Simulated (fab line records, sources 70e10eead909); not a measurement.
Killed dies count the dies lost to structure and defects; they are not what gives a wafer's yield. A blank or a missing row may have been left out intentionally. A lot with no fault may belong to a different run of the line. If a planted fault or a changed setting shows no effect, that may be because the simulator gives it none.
Matching of chambers	flow nandHarc	NHARC_A_BONDPAD_STRIP_15 on rieDiel-09 has 4 sister chambers
The step strips in O2. 8 wafers are shown with their chamber, then 7 later ones without.

## WAFERS, EACH WITH ITS CHAMBER
wafer	chamber	drypumpMotorCurrentA (A)	oesProductAu (a.u.)
L320.4	1	6.0	0.987
L322.4	1	6.0	0.995
L327.1	0	5.8	0.987
L327.6	2	5.6	0.993
L328.3	0	5.8	0.991
L328.5	3	5.4	1.006
L329.3	3	5.5	0.995
L329.5	2	5.6	0.994

## WAFERS MISSING THEIR CHAMBER
wafer	drypumpMotorCurrentA (A)	oesProductAu (a.u.)
L329.6	5.5	0.993
L339.2	5.8	0.999
L339.3	5.5	1.003
L339.6	5.9	1.006
L340.1	5.6	0.997
L340.2	5.9	0.990
L340.4	5.8	0.997

## EACH ONE'S CHAMBER
wafer	from the rows above	in truth
L329.6	can't be placed: 3 or 2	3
L339.2	0	0
L339.3	can't be placed: 3 or 2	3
L339.6	can't be placed: 1 or 0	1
L340.1	2	2
L340.2	can't be placed: 1 or 0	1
L340.4	0	0
Correctly placed: 3 of 7. Unplaceable from these rows: 4, with the true chamber sitting among the candidates in 4. 0 placed wrongly.
How it was worked out, from the rows above alone: a wafer's distance from a chamber is the root of the sum, over the readings, of the square of ((its reading less the chamber's mean) divided by the reading's scatter). If the next closest chamber is less than 2 further off than the closest, the wafer can't be placed; otherwise it belongs to the closest. A chamber's mean is the mean of its shown wafers. The scatter: the root of (the sum of the squares of (reading less its chamber's mean) over the shown wafers, divided by (wafers less chambers)).
